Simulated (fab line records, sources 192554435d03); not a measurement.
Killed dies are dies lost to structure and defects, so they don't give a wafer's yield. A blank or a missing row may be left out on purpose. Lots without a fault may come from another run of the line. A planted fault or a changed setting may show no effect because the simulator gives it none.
Split-lot experiment | flow n5_finfet | 7 lots, 21 wafers read, on a route of 1938 steps

THE SPLIT
At N5_BEOL_M12_COAT_04 (resist thk 400 nm), the setting spin_rpm was moved away from the recipe's 1625 rpm on 4 of the 21 wafers read, by -9.0% to +9.1%. The other wafers ran this setting at the recipe's value.

FROM THE SPLIT TO THE READING: what the file shows between them, 1 step
- N5_BEOL_M12_DESCUM_15: chemistry O2, time 7.9 s (also split here: time_s)

THE READING
coat_of_BEOL_M12_COAT_04.thk_nm (the simulator's own value, which no gauge read), in nm, at N5_BEOL_M12_ETCH_59 (etches BARC in N2/H2, target depth 89 nm, overetch 26.7 nm, time 67.9 s). The file gives no usual value for it. The 17 wafers here that ran the recipe average 318.7 nm, standard deviation 1.6 nm.

wafer  | tool, chamber at the split | spin_rpm as run, rpm | against the recipe | coat_of_BEOL_M12_COAT_04.thk_nm, nm | against lot-mates on the recipe
L074.1 | litho_track-05, 0          | 1625                 | recipe             | 317.6                               | -
L074.3 | litho_track-05, 0          | 1625                 | recipe             | 317.4                               | -
L074.4 | litho_track-05, 0          | 1625                 | recipe             | 315                                 | -
L077.2 | litho_track-04, 0          | 1625                 | recipe             | 317.4                               | -
L077.6 | litho_track-04, 0          | 1625                 | recipe             | 317.4                               | -
L077.3 | litho_track-04, 0          | 1625                 | recipe             | 319.2                               | -
L078.1 | litho_track-02, 0          | 1773                 | +9.1%              | 298.2                               | -20.0
L078.2 | litho_track-02, 0          | 1625                 | recipe             | 318.2                               | -
L078.6 | litho_track-02, 0          | 1773                 | +9.1%              | 300.8                               | -17.4
L080.2 | litho_track-02, 0          | 1625                 | recipe             | 322                                 | -
L080.3 | litho_track-02, 0          | 1503                 | -7.5%              | 337.2                               | +15.8
L080.5 | litho_track-02, 0          | 1625                 | recipe             | 320.8                               | -
L082.2 | litho_track-04, 0          | 1625                 | recipe             | 320                                 | -
L082.3 | litho_track-04, 0          | 1625                 | recipe             | 319.6                               | -
L082.5 | litho_track-04, 0          | 1625                 | recipe             | 320.8                               | -
L086.1 | litho_track-04, 0          | 1625                 | recipe             | 318.4                               | -
L086.5 | litho_track-04, 0          | 1625                 | recipe             | 318.2                               | -
L086.6 | litho_track-04, 0          | 1625                 | recipe             | 317.8                               | -
L095.1 | litho_track-02, 0          | 1625                 | recipe             | 318                                 | -
L095.3 | litho_track-02, 0          | 1625                 | recipe             | 320                                 | -
L095.4 | litho_track-02, 0          | 1478                 | -9.0%              | 337.8                               | +18.8

THE FIT
A straight line over all 21 wafers: coat_of_BEOL_M12_COAT_04.thk_nm changes by -2.18 nm for each +1% of spin_rpm; r = -0.98; the points scatter about the line by 1.7 nm.
The same after taking each lot's own level away (the mean of its wafers on the recipe; 21 wafers): -2.07 nm for each +1%; r = -0.99; scatter 0.84 nm.
On that fit, the largest move of spin_rpm shifts the reading by 19 nm.
The lots' own levels span 316.67 to 321.40 nm, that is 2.9 times the standard deviation above.
So the lot-to-lot level changes the slope little: the two slopes agree.
Check: with one of the wafers moved furthest among these (+9.1%) left out of the fit, the line predicts -18.3 nm for it against its lot-mates. It came out at -20 nm against them.

OTHER SPLITS ON THESE WAFERS
These wafers also went through other splits before the reading. Each is held against what the fit with the lots' levels taken away leaves over:
other split on the same wafers    | wafers away from the commonest value | r with coat_of_BEOL_M12_COAT_04.thk_nm (lot level and that fit taken away)
N5_BEOL_M10_COAT_22 spin_rpm      | 12                                   | -0.01
N5_BEOL_M11_TRENCH_ETCH_37 time_s | 7                                    | +0.01
N5_BEOL_M11_ETCH_41 time_s        | 6                                    | +0.05
N5_BEOL_M12_DESCUM_15 time_s      | 8                                    | -0.12

THE WHOLE CHAIN: every reading that the file lists as answering this split, in the file's order
step                 | what it does                                                            | reading                                                                          | change (the file's fit)              | r (the file's)
N5_BEOL_M12_COAT_04  | resist thk 400 nm                                                       | coat_of_BEOL_M12_COAT_04.thk_nm (the simulator's own value, which no gauge read) | -2.03 nm for each +1% of the setting | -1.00
N5_BEOL_M12_ETCH_59  | etches BARC in N2/H2, target depth 89 nm, overetch 26.7 nm, time 67.9 s | coat_of_BEOL_M12_COAT_04.thk_nm (the simulator's own value, which no gauge read) | -2.08 nm for each +1% of the setting | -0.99
N5_BEOL_M12_STRIP_63 | strips in N2/H2                                                         | strip_time_to_endpoint_s                                                         | withheld for each +1% of the setting | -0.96

THE FILE'S OWN FIT
coat_of_BEOL_M12_COAT_04.thk_nm changes by -2.08 nm for each +1% of spin_rpm, r = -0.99.
